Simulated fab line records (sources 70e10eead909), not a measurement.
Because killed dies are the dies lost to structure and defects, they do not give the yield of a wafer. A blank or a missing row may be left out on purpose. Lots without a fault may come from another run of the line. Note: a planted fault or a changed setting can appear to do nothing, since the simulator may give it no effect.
fab line records || flow nand_harc || part 2 of 2: steps 15 to 15 of 15
record {"lots": 7, "wafers": 21, "last_day": 23}
route steps=1159 shown P_BONDPAD@360 END@1159
lots with no fault: from the same line, run without faults
start_h: hours from the record's first day to the start of the lot's first wafer shown || wait_h: hours elapsed since this lot's preceding step || " the same as in the row above || L1.1+2: several wafers, shown together as one row || - no value, or no start was given || * or withheld: withheld || < > ~ a bound
route shown NAME@n: names a module that has steps shown in the file, with the first one's number in the route || usual: average and standard deviation across the fault-free wafers || same: alike in all rows || chamber/n: place in a boat || sites: the reading at each site || _std_site: standard deviation of those values || _edge_site: mean of outer sites minus mean of inner sites || radius_mm: how far each site lies from the wafer's centre || mask NAME#n: copy n || behind: tool/chamber where the wafer was last shaped || hold: why the lot was held/for how many hours/how that ended || device: transistor that didn't switch, given as n, p or np || end of line: tests run on the same wafers once the route is complete || for a step that has no rows: nothing shown but its recipe || killed: dies lost to structure and defects at the first sort, not the wafer's yield || map: a wafer's dies, x killed, . not, _ none there
set.NAME: the run value of the setting; set.NAME@STEP: its run value at that earlier step || model.NAME: the simulator's own value behind a step, which no gauge read
lots at some steps of the route; a table a step, a row a wafer
services: when a tool's chamber went out of use (start_h, in hours from the record's first day, below 0 if earlier), for how many hours, and the reason
## steps
# step NHARC_END_SORT_01
# recipe {"temp_c": 25}
# usual {"defect_limited_yield": "95.3/1.6", "killed_at_array": "27/12", "killed_at_other": "0.8/1", "killed_at_periphery": "4.0/2.5", "killed_dies": "32/11", "killed_open": "3.3/1.8", "killed_short": "2.0/1.5", "sort_bin_2_pct": "1.5/0.59", "sort_bin_3_pct": "0.27/0.22", "sort_bin_4_pct": "3.0/1.1", "sort_n_pass": "645/11", "sort_rim_yield_pct": "95.6/2.7", "sort_yield_pct": "95.3/1.6"}
# same {"gross_dies": 677, "sort_bin_5_pct[%]": 0, "sort_bin_6_pct[%]": 0, "sort_bin_7_pct[%]": 0, "sort_bin_8_pct[%]": 0, "sort_rim_n_gross": 106.00}
{"lot.wafer": "L774.1", "tool": "prober-01", "chamber": 0, "start_h": 472.13, "wait_h": 2.5, "defect_limited_yield[%]": 95.6, "killed_at_array": 23, "killed_at_other": 5, "killed_at_periphery": 2, "killed_dies": 30, "killed_open": 4, "killed_short": 2, "sort_bin_2_pct[%]": 1.6, "sort_bin_3_pct[%]": 0.15, "sort_bin_4_pct[%]": 2.7, "sort_n_pass": 647, "sort_rim_yield_pct[%]": 97.2, "sort_yield_pct[%]": 95.6}
{"lot.wafer": "L774.3", "tool": "prober-01", "chamber": 0, "start_h": 473.74, "wait_h": 3.1, "defect_limited_yield[%]": 94.2, "killed_at_array": 29, "killed_at_other": 3, "killed_at_periphery": 7, "killed_dies": 39, "killed_open": 4, "killed_short": 1, "sort_bin_2_pct[%]": 1.2, "sort_bin_3_pct[%]": 0.74, "sort_bin_4_pct[%]": 3.8, "sort_n_pass": 638, "sort_rim_yield_pct[%]": 97.2, "sort_yield_pct[%]": 94.2}
{"lot.wafer": "L774.6", "tool": "prober-01", "chamber": 0, "start_h": 476.14, "wait_h": 4.0, "defect_limited_yield[%]": 94.7, "killed_at_array": 30, "killed_at_other": 2, "killed_at_periphery": 4, "killed_dies": 36, "killed_open": 3, "killed_short": 3, "sort_bin_2_pct[%]": 1.6, "sort_bin_3_pct[%]": 0.30, "sort_bin_4_pct[%]": 3.4, "sort_n_pass": 641, "sort_rim_yield_pct[%]": 96.2, "sort_yield_pct[%]": 94.7}
{"lot.wafer": "L773.1", "tool": "prober-02", "chamber": 0, "start_h": 488.59, "wait_h": 2.5, "defect_limited_yield[%]": 93.6, "killed_at_array": 42, "killed_at_other": 0, "killed_at_periphery": 1, "killed_dies": 43, "killed_open": 5, "killed_short": 5, "sort_bin_2_pct[%]": 1.9, "sort_bin_3_pct[%]": 0.44, "sort_bin_4_pct[%]": 4.0, "sort_n_pass": 634, "sort_rim_yield_pct[%]": 90.6, "sort_yield_pct[%]": 93.6}
{"lot.wafer": "L773.5", "tool": "prober-02", "chamber": 0, "start_h": 491.84, "wait_h": 3.8, "defect_limited_yield[%]": 94.7, "killed_at_array": 33, "killed_at_other": 0, "killed_at_periphery": 3, "killed_dies": 36, "killed_open": 1, "killed_short": 4, "sort_bin_2_pct[%]": 2.1, "sort_bin_3_pct[%]": 0, "sort_bin_4_pct[%]": 3.2, "sort_n_pass": 641, "sort_rim_yield_pct[%]": 98.1, "sort_yield_pct[%]": 94.7}
{"lot.wafer": "L773.6", "tool": "prober-02", "chamber": 0, "start_h": 492.66, "wait_h": 4.1, "defect_limited_yield[%]": 94.2, "killed_at_array": 38, "killed_at_other": 0, "killed_at_periphery": 1, "killed_dies": 39, "killed_open": 3, "killed_short": 2, "sort_bin_2_pct[%]": 1.9, "sort_bin_3_pct[%]": 0.44, "sort_bin_4_pct[%]": 3.4, "sort_n_pass": 638, "sort_rim_yield_pct[%]": 92.5, "sort_yield_pct[%]": 94.2}
{"lot.wafer": "L776.2", "tool": "prober-02", "chamber": 0, "start_h": 497.24, "wait_h": 2.8, "defect_limited_yield[%]": 96.0, "killed_at_array": 25, "killed_at_other": 0, "killed_at_periphery": 2, "killed_dies": 27, "killed_open": 3, "killed_short": 0, "sort_bin_2_pct[%]": 1.0, "sort_bin_3_pct[%]": 0.44, "sort_bin_4_pct[%]": 2.5, "sort_n_pass": 650, "sort_rim_yield_pct[%]": 97.2, "sort_yield_pct[%]": 96.0}
{"lot.wafer": "L776.3", "tool": "prober-02", "chamber": 0, "start_h": 498.03, "wait_h": 3.1, "defect_limited_yield[%]": 96.9, "killed_at_array": 19, "killed_at_other": 0, "killed_at_periphery": 2, "killed_dies": 21, "killed_open": 2, "killed_short": 2, "sort_bin_2_pct[%]": 1.5, "sort_bin_3_pct[%]": 0.30, "sort_bin_4_pct[%]": 1.3, "sort_n_pass": 656, "sort_rim_yield_pct[%]": 96.2, "sort_yield_pct[%]": 96.9}
{"lot.wafer": "L776.4", "tool": "prober-02", "chamber": 0, "start_h": 498.82, "wait_h": 3.4, "defect_limited_yield[%]": 95.6, "killed_at_array": 27, "killed_at_other": 0, "killed_at_periphery": 3, "killed_dies": 30, "killed_open": 4, "killed_short": 0, "sort_bin_2_pct[%]": 1.5, "sort_bin_3_pct[%]": 0.15, "sort_bin_4_pct[%]": 2.8, "sort_n_pass": 647, "sort_rim_yield_pct[%]": 97.2, "sort_yield_pct[%]": 95.6}
{"lot.wafer": "L784.2", "tool": "prober-01", "chamber": 0, "start_h": 544.72, "wait_h": 2.8, "defect_limited_yield[%]": 93.1, "killed_at_array": 39, "killed_at_other": 1, "killed_at_periphery": 7, "killed_dies": 47, "killed_open": 5, "killed_short": 0, "sort_bin_2_pct[%]": 2.1, "sort_bin_3_pct[%]": 0.30, "sort_bin_4_pct[%]": 4.6, "sort_n_pass": 630, "sort_rim_yield_pct[%]": 93.4, "sort_yield_pct[%]": 93.1}
{"lot.wafer": "L784.5", "tool": "prober-01", "chamber": 0, "start_h": 547.13, "wait_h": 3.7, "defect_limited_yield[%]": 94.1, "killed_at_array": 37, "killed_at_other": 0, "killed_at_periphery": 3, "killed_dies": 40, "killed_open": 2, "killed_short": 1, "sort_bin_2_pct[%]": 1.6, "sort_bin_3_pct[%]": 0.59, "sort_bin_4_pct[%]": 3.7, "sort_n_pass": 637, "sort_rim_yield_pct[%]": 92.5, "sort_yield_pct[%]": 94.1}
{"lot.wafer": "L784.6", "tool": "prober-01", "chamber": 0, "start_h": 547.93, "wait_h": 4.0, "defect_limited_yield[%]": 92.2, "killed_at_array": 49, "killed_at_other": 1, "killed_at_periphery": 3, "killed_dies": 53, "killed_open": 3, "killed_short": 3, "sort_bin_2_pct[%]": 3.0, "sort_bin_3_pct[%]": 0.44, "sort_bin_4_pct[%]": 4.4, "sort_n_pass": 624, "sort_rim_yield_pct[%]": 95.3, "sort_yield_pct[%]": 92.2}
{"lot.wafer": "L786.2", "tool": "prober-02", "chamber": 0, "start_h": 550.51, "wait_h": 2.8, "defect_limited_yield[%]": 0, "killed_at_array": 21, "killed_at_other": 1, "killed_at_periphery": 655, "killed_dies": 677, "killed_open": 1, "killed_short": 1, "sort_bin_2_pct[%]": 97.6, "sort_bin_3_pct[%]": 0, "sort_bin_4_pct[%]": 2.4, "sort_n_pass": 0, "sort_rim_yield_pct[%]": 0, "sort_yield_pct[%]": 0}
{"lot.wafer": "L786.3", "tool": "prober-02", "chamber": 0, "start_h": 551.32, "wait_h": 3.1, "defect_limited_yield[%]": 0, "killed_at_array": 26, "killed_at_other": 1, "killed_at_periphery": 650, "killed_dies": 677, "killed_open": 6, "killed_short": 2, "sort_bin_2_pct[%]": 96.8, "sort_bin_3_pct[%]": 0.30, "sort_bin_4_pct[%]": 3.0, "sort_n_pass": 0, "sort_rim_yield_pct[%]": 0, "sort_yield_pct[%]": 0}
{"lot.wafer": "L786.5", "tool": "prober-02", "chamber": 0, "start_h": 552.94, "wait_h": 3.7, "defect_limited_yield[%]": 0, "killed_at_array": 24, "killed_at_other": 1, "killed_at_periphery": 652, "killed_dies": 677, "killed_open": 7, "killed_short": 3, "sort_bin_2_pct[%]": 96.9, "sort_bin_3_pct[%]": 0.30, "sort_bin_4_pct[%]": 2.8, "sort_n_pass": 0, "sort_rim_yield_pct[%]": 0, "sort_yield_pct[%]": 0}
{"lot.wafer": "L785.3", "tool": "prober-01", "chamber": 0, "start_h": 553.35, "wait_h": 3.1, "defect_limited_yield[%]": 0, "killed_at_array": 39, "killed_at_other": 0, "killed_at_periphery": 638, "killed_dies": 677, "killed_open": 5, "killed_short": 0, "sort_bin_2_pct[%]": 95.7, "sort_bin_3_pct[%]": 0.15, "sort_bin_4_pct[%]": 4.1, "sort_n_pass": 0, "sort_rim_yield_pct[%]": 0, "sort_yield_pct[%]": 0}
{"lot.wafer": "L785.4", "tool": "prober-01", "chamber": 0, "start_h": 554.15, "wait_h": 3.4, "defect_limited_yield[%]": 0, "killed_at_array": 39, "killed_at_other": 0, "killed_at_periphery": 638, "killed_dies": 677, "killed_open": 0, "killed_short": 1, "sort_bin_2_pct[%]": 95.6, "sort_bin_3_pct[%]": 0.30, "sort_bin_4_pct[%]": 4.1, "sort_n_pass": 0, "sort_rim_yield_pct[%]": 0, "sort_yield_pct[%]": 0}
{"lot.wafer": "L785.6", "tool": "prober-01", "chamber": 0, "start_h": 555.76, "wait_h": 4.0, "defect_limited_yield[%]": 0, "killed_at_array": 47, "killed_at_other": 0, "killed_at_periphery": 630, "killed_dies": 677, "killed_open": 1, "killed_short": 1, "sort_bin_2_pct[%]": 94.7, "sort_bin_3_pct[%]": 0.15, "sort_bin_4_pct[%]": 5.2, "sort_n_pass": 0, "sort_rim_yield_pct[%]": 0, "sort_yield_pct[%]": 0}
{"lot.wafer": "L787.1", "tool": "prober-02", "chamber": 0, "start_h": 557.60, "wait_h": 2.5, "defect_limited_yield[%]": 0, "killed_at_array": 50, "killed_at_other": 1, "killed_at_periphery": 626, "killed_dies": 677, "killed_open": 9, "killed_short": 5, "sort_bin_2_pct[%]": 95.1, "sort_bin_3_pct[%]": 0.15, "sort_bin_4_pct[%]": 4.7, "sort_n_pass": 0, "sort_rim_yield_pct[%]": 0, "sort_yield_pct[%]": 0}
{"lot.wafer": "L787.5", "tool": "prober-02", "chamber": 0, "start_h": 560.76, "wait_h": 3.7, "defect_limited_yield[%]": 0, "killed_at_array": 51, "killed_at_other": 1, "killed_at_periphery": 625, "killed_dies": 677, "killed_open": 5, "killed_short": 8, "sort_bin_2_pct[%]": 94.2, "sort_bin_3_pct[%]": 0.89, "sort_bin_4_pct[%]": 4.9, "sort_n_pass": 0, "sort_rim_yield_pct[%]": 0, "sort_yield_pct[%]": 0}
{"lot.wafer": "L787.6", "tool": "prober-02", "chamber": 0, "start_h": 561.54, "wait_h": 3.9, "defect_limited_yield[%]": 0, "killed_at_array": 49, "killed_at_other": 1, "killed_at_periphery": 627, "killed_dies": 677, "killed_open": 3, "killed_short": 2, "sort_bin_2_pct[%]": 94.1, "sort_bin_3_pct[%]": 0.44, "sort_bin_4_pct[%]": 5.5, "sort_n_pass": 0, "sort_rim_yield_pct[%]": 0, "sort_yield_pct[%]": 0}
# killed by level:class
L774.1 A_CHANNEL_HOLE_D1:chamber_film_flake=13 THIN_TSV:chamber_film_flake=5 A_STAIRCASE:chamber_film_flake=3 P_M0:geometric_particle:open=2 A_CONTACT:chamber_film_flake=2 A_SGD_CUT:geometric_particle:short=1 A_CONTACT:geometric_particle:open=1 A_M0:geometric_particle:short=1
L774.3 A_CHANNEL_HOLE_D1:chamber_film_flake=12 A_STAIRCASE:chamber_film_flake=8 A_CONTACT:chamber_film_flake=5 P_GATE:chamber_film_flake=4 THIN_TSV:chamber_film_flake=3 A_CONTACT:geometric_particle:open=2 P_CONTACT:geometric_particle:open=1 P_M0:geometric_particle:short=1
L774.6 A_CHANNEL_HOLE_D1:chamber_film_flake=14 A_STAIRCASE:chamber_film_flake=7 A_CONTACT:chamber_film_flake=4 A_M0:geometric_particle:short=2 P_GATE:chamber_film_flake=2 THIN_TSV:chamber_film_flake=2 P_CONTACT:geometric_particle:open=1 A_CHANNEL_FILL_D1:geometric_particle:short=1
L773.1 A_CHANNEL_HOLE_D1:chamber_film_flake=14 A_SLIT:chamber_film_flake=9 A_STAIRCASE:chamber_film_flake=6 A_WL_FILL:chamber_film_flake=3 A_ONON_D1:geometric_particle:short=2 A_CHANNEL_FILL_D1:geometric_particle:short=2 P_M0:geometric_particle:open=1 A_SOURCE_PLATE:geometric_particle:open=1
L773.5 A_CHANNEL_HOLE_D1:chamber_film_flake=17 A_SLIT:chamber_film_flake=7 A_STAIRCASE:chamber_film_flake=3 P_M0:geometric_particle:short=1 A_ONON_D1:geometric_particle:short=1 A_CHANNEL_FILL_D1:geometric_particle:short=1 A_CONTACT:geometric_particle:short=1 A_CONTACT:geometric_particle:open=1
L773.6 A_CHANNEL_HOLE_D1:chamber_film_flake=12 A_SLIT:chamber_film_flake=12 A_STAIRCASE:chamber_film_flake=8 A_SOURCE_PLATE:geometric_particle:short=1 A_CHANNEL_HOLE_D1:geometric_particle:short=1 A_CHANNEL_FILL_D1:geometric_particle:open=1 A_CONTACT:geometric_particle:open=1 A_BLC:geometric_particle:open=1
L776.2 A_SLIT:chamber_film_flake=10 A_CHANNEL_HOLE_D1:chamber_film_flake=5 A_STAIRCASE:chamber_film_flake=3 A_WL_FILL:chamber_film_flake=3 A_CONTACT:chamber_film_flake=2 P_GATE:geometric_particle:open=1 A_CONTACT:geometric_particle:open=1 A_M0:geometric_particle:open=1
L776.3 A_SLIT:chamber_film_flake=10 A_CHANNEL_HOLE_D1:chamber_film_flake=3 A_WL_FILL:chamber_film_flake=3 P_GATE:geometric_particle:open=1 P_CONTACT:geometric_particle:open=1 A_CHANNEL_FILL_D1:geometric_particle:short=1 A_WL_FILL:geometric_particle:short=1 A_CONTACT:chamber_film_flake=1
L776.4 A_SLIT:chamber_film_flake=15 A_CONTACT:chamber_film_flake=4 A_CHANNEL_HOLE_D1:chamber_film_flake=2 A_WL_FILL:chamber_film_flake=2 P_M1:geometric_particle:open=1 A_CHANNEL_FILL_D1:geometric_particle:open=1 A_WL_FILL:geometric_particle:open=1 A_M0:geometric_particle:open=1
L784.2 A_CHANNEL_HOLE_D1:chamber_film_flake=17 A_SLIT:chamber_film_flake=14 P_GATE:chamber_film_flake=4 A_CONTACT:chamber_film_flake=3 P_CONTACT:geometric_particle:open=2 A_ONON_D1:geometric_particle:open=1 A_CHANNEL_HOLE_D1:geometric_particle:open=1 A_BLC:geometric_particle:open=1
L784.5 A_CHANNEL_HOLE_D1:chamber_film_flake=20 A_SLIT:chamber_film_flake=13 A_CONTACT:chamber_film_flake=3 P_CONTACT:geometric_particle:short=1 P_CONTACT:geometric_particle:open=1 A_WL_FILL:geometric_particle:open=1 P_GATE:chamber_film_flake=1
L784.6 A_CHANNEL_HOLE_D1:chamber_film_flake=23 A_SLIT:chamber_film_flake=20 A_ONON_D1:geometric_particle:short=2 A_CONTACT:chamber_film_flake=2 P_M0:geometric_particle:short=1 P_M2:geometric_particle:open=1 A_CONTACT:geometric_particle:open=1 A_M0:geometric_particle:open=1
L786.2 P_BONDPAD:area_etch=652 A_CONTACT:chamber_film_flake=10 A_CHANNEL_HOLE_D1:chamber_film_flake=4 A_WL_FILL:geometric_particle:open=1 A_BLC:geometric_particle:short=1 P_STI:chamber_film_flake=1 P_GATE:chamber_film_flake=1 P_M0:chamber_film_flake=1
L786.3 P_BONDPAD:area_etch=646 A_CONTACT:chamber_film_flake=7 A_CHANNEL_HOLE_D1:chamber_film_flake=6 A_BLC:geometric_particle:open=2 A_ZERO_WELL:chamber_film_flake=2 A_STAIRCASE:chamber_film_flake=2 A_BLC:chamber_film_flake=2 P_CONTACT:geometric_particle:open=1
L786.5 P_BONDPAD:area_etch=644 A_CHANNEL_HOLE_D1:chamber_film_flake=5 A_CONTACT:chamber_film_flake=5 P_STI:chamber_film_flake=3 A_ONON_D1:geometric_particle:short=2 A_WL_FILL:geometric_particle:open=2 P_GATE:chamber_film_flake=2 A_WL_FILL:chamber_film_flake=2
L785.3 P_BONDPAD:area_etch=636 A_CHANNEL_HOLE_D1:chamber_film_flake=18 A_SLIT:chamber_film_flake=12 A_STAIRCASE:chamber_film_flake=3 A_STAIRCASE:geometric_particle:open=1 A_WL_FILL:geometric_particle:open=1 A_CONTACT:geometric_particle:open=1 A_BLC:geometric_particle:open=1
L785.4 P_BONDPAD:area_etch=637 A_SLIT:chamber_film_flake=15 A_CHANNEL_HOLE_D1:chamber_film_flake=12 A_CONTACT:chamber_film_flake=6 A_STAIRCASE:chamber_film_flake=3 A_CONTACT:geometric_particle:short=1 P_M0:chamber_film_flake=1 A_WL_FILL:chamber_film_flake=1
L785.6 P_BONDPAD:area_etch=628 A_CHANNEL_HOLE_D1:chamber_film_flake=20 A_SLIT:chamber_film_flake=16 A_STAIRCASE:chamber_film_flake=5 A_CONTACT:chamber_film_flake=4 P_M0:geometric_particle:open=1 A_M0:geometric_particle:short=1 P_STI:chamber_film_flake=1
L787.1 P_BONDPAD:area_etch=622 A_CHANNEL_HOLE_D1:chamber_film_flake=22 A_SLIT:chamber_film_flake=12 A_STAIRCASE:chamber_film_flake=4 A_CHANNEL_FILL_D1:geometric_particle:short=3 P_GATE:geometric_particle:open=2 A_ONON_D1:geometric_particle:open=2 A_CONTACT:geometric_particle:short=2
L787.5 P_BONDPAD:area_etch=620 A_CHANNEL_HOLE_D1:chamber_film_flake=17 A_SLIT:chamber_film_flake=15 A_WL_FILL:geometric_particle:short=4 A_CONTACT:chamber_film_flake=4 A_STAIRCASE:chamber_film_flake=3 P_CONTACT:geometric_particle:short=2 A_M1:chamber_film_flake=2
L787.6 P_BONDPAD:area_etch=623 A_CHANNEL_HOLE_D1:chamber_film_flake=20 A_SLIT:chamber_film_flake=13 A_CONTACT:chamber_film_flake=8 A_STAIRCASE:chamber_film_flake=4 P_CONTACT:geometric_particle:open=2 P_M1:geometric_particle:short=1 A_CHANNEL_HOLE_D1:geometric_particle:short=1
# map L785.3 (x killed, . not)
____________x____________
_________xxxxxxx_________
_______xxxxxxxxxxx_______
______xxxxxxxxxxxxx______
_____xxxxxxxxxxxxxxx_____
____xxxxxxxxxxxxxxxxx____
____xxxxxxxxxxxxxxxxx____
___xxxxxxxxxxxxxxxxxxx___
___xxxxxxxxxxxxxxxxxxx___
__xxxxxxxxxxxxxxxxxxxxx__
__xxxxxxxxxxxxxxxxxxxxx__
_xxxxxxxxxxxxxxxxxxxxxxx_
_xxxxxxxxxxxxxxxxxxxxxxx_
_xxxxxxxxxxxxxxxxxxxxxxx_
_xxxxxxxxxxxxxxxxxxxxxxx_
_xxxxxxxxxxxxxxxxxxxxxxx_
xxxxxxxxxxxxxxxxxxxxxxxxx
xxxxxxxxxxxxxxxxxxxxxxxxx
xxxxxxxxxxxxxxxxxxxxxxxxx
xxxxxxxxxxxxxxxxxxxxxxxxx
xxxxxxxxxxxxxxxxxxxxxxxxx
_xxxxxxxxxxxxxxxxxxxxxxx_
_xxxxxxxxxxxxxxxxxxxxxxx_
_xxxxxxxxxxxxxxxxxxxxxxx_
_xxxxxxxxxxxxxxxxxxxxxxx_
_xxxxxxxxxxxxxxxxxxxxxxx_
__xxxxxxxxxxxxxxxxxxxxx__
__xxxxxxxxxxxxxxxxxxxxx__
___xxxxxxxxxxxxxxxxxxx___
___xxxxxxxxxxxxxxxxxxx___
____xxxxxxxxxxxxxxxxx____
____xxxxxxxxxxxxxxxxx____
_____xxxxxxxxxxxxxxx_____
______xxxxxxxxxxxxx______
_______xxxxxxxxxxx_______
_________xxxxxxx_________
____________x____________
# map L786.2 (x killed, . not)
____________x____________
_________xxxxxxx_________
_______xxxxxxxxxxx_______
______xxxxxxxxxxxxx______
_____xxxxxxxxxxxxxxx_____
____xxxxxxxxxxxxxxxxx____
____xxxxxxxxxxxxxxxxx____
___xxxxxxxxxxxxxxxxxxx___
___xxxxxxxxxxxxxxxxxxx___
__xxxxxxxxxxxxxxxxxxxxx__
__xxxxxxxxxxxxxxxxxxxxx__
_xxxxxxxxxxxxxxxxxxxxxxx_
_xxxxxxxxxxxxxxxxxxxxxxx_
_xxxxxxxxxxxxxxxxxxxxxxx_
_xxxxxxxxxxxxxxxxxxxxxxx_
_xxxxxxxxxxxxxxxxxxxxxxx_
xxxxxxxxxxxxxxxxxxxxxxxxx
xxxxxxxxxxxxxxxxxxxxxxxxx
xxxxxxxxxxxxxxxxxxxxxxxxx
xxxxxxxxxxxxxxxxxxxxxxxxx
xxxxxxxxxxxxxxxxxxxxxxxxx
_xxxxxxxxxxxxxxxxxxxxxxx_
_xxxxxxxxxxxxxxxxxxxxxxx_
_xxxxxxxxxxxxxxxxxxxxxxx_
_xxxxxxxxxxxxxxxxxxxxxxx_
_xxxxxxxxxxxxxxxxxxxxxxx_
__xxxxxxxxxxxxxxxxxxxxx__
__xxxxxxxxxxxxxxxxxxxxx__
___xxxxxxxxxxxxxxxxxxx___
___xxxxxxxxxxxxxxxxxxx___
____xxxxxxxxxxxxxxxxx____
____xxxxxxxxxxxxxxxxx____
_____xxxxxxxxxxxxxxx_____
______xxxxxxxxxxxxx______
_______xxxxxxxxxxx_______
_________xxxxxxx_________
____________x____________
## services
{"tool": "rie_diel-01", "chamber": 0, "start_h": 171.30, "hours": "-", "kind": "clean"}
{"tool": "rie_diel-01", "chamber": 1, "start_h": 171.30, "hours": "-", "kind": "clean"}
{"tool": "rie_diel-01", "chamber": 2, "start_h": 171.30, "hours": "-", "kind": "clean"}
{"tool": "rie_diel-01", "chamber": 3, "start_h": 171.30, "hours": "-", "kind": "clean"}
{"tool": "rie_diel-01", "chamber": 0, "start_h": 195.80, "hours": "-", "kind": "clean"}
{"tool": "rie_diel-01", "chamber": 1, "start_h": 195.80, "hours": "-", "kind": "clean"}
{"tool": "rie_diel-01", "chamber": 2, "start_h": 195.80, "hours": "-", "kind": "clean"}
{"tool": "rie_diel-01", "chamber": 3, "start_h": 195.80, "hours": "-", "kind": "clean"}
{"tool": "rie_diel-01", "chamber": 0, "start_h": 220.39, "hours": "-", "kind": "clean"}
{"tool": "rie_diel-01", "chamber": 1, "start_h": 220.39, "hours": "-", "kind": "clean"}
{"tool": "rie_diel-01", "chamber": 2, "start_h": 220.39, "hours": "-", "kind": "clean"}
{"tool": "rie_diel-01", "chamber": 3, "start_h": 220.39, "hours": "-", "kind": "clean"}
{"tool": "rie_diel-01", "chamber": 0, "start_h": 244.89, "hours": "-", "kind": "clean"}
{"tool": "rie_diel-01", "chamber": 1, "start_h": 244.89, "hours": "-", "kind": "clean"}
{"tool": "rie_diel-01", "chamber": 2, "start_h": 244.89, "hours": "-", "kind": "clean"}
{"tool": "rie_diel-01", "chamber": 3, "start_h": 244.89, "hours": "-", "kind": "clean"}
## key
first_sign {"step": "NHARC_P_BONDPAD_ETCH_24", "reading": "rf_fwd_power_W", "direction": "down", "sigmas": "99+", "usual": "*", "struck": "*"}
effect {"step": "NHARC_P_BONDPAD_ETCH_24", "reading": "oes_product_au", "direction": "down", "sigmas": 24, "usual": 1.001, "struck": 0.755}
effect {"step": "NHARC_END_SORT_01", "reading": "killed_at_periphery", "direction": "up", "sigmas": "99+", "usual": 4.0, "struck": 637.9}
more_kills_born_at {"NHARC_P_BONDPAD_ETCH_24@rie_diel-01": 5708}
met_at NHARC_P_BONDPAD_ETCH_24
struck_wafers L785.3,L785.4,L785.6,L786.2,L786.3,L786.5,L787.1,L787.5,L787.6
later_rows_left_out L785.3,L785.4,L785.6,L786.2,L786.3,L786.5,L787.1,L787.5,L787.6
onset_between 231.72 237.00
fault {"kind": "process_parameter_drift", "tool": "rie_diel-01", "chamber": "-", "onset_h": 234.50, "steps": "NHARC_P_BONDPAD_ETCH_24", "channel": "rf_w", "offset": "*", "shape": "step", "end_h": 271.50, "acts_in": "*", "stated": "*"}
# later_rows_left_out: the simulator's readings of these wafers behind a module that went badly wrong aren't trusted and aren't shown, but for the sort
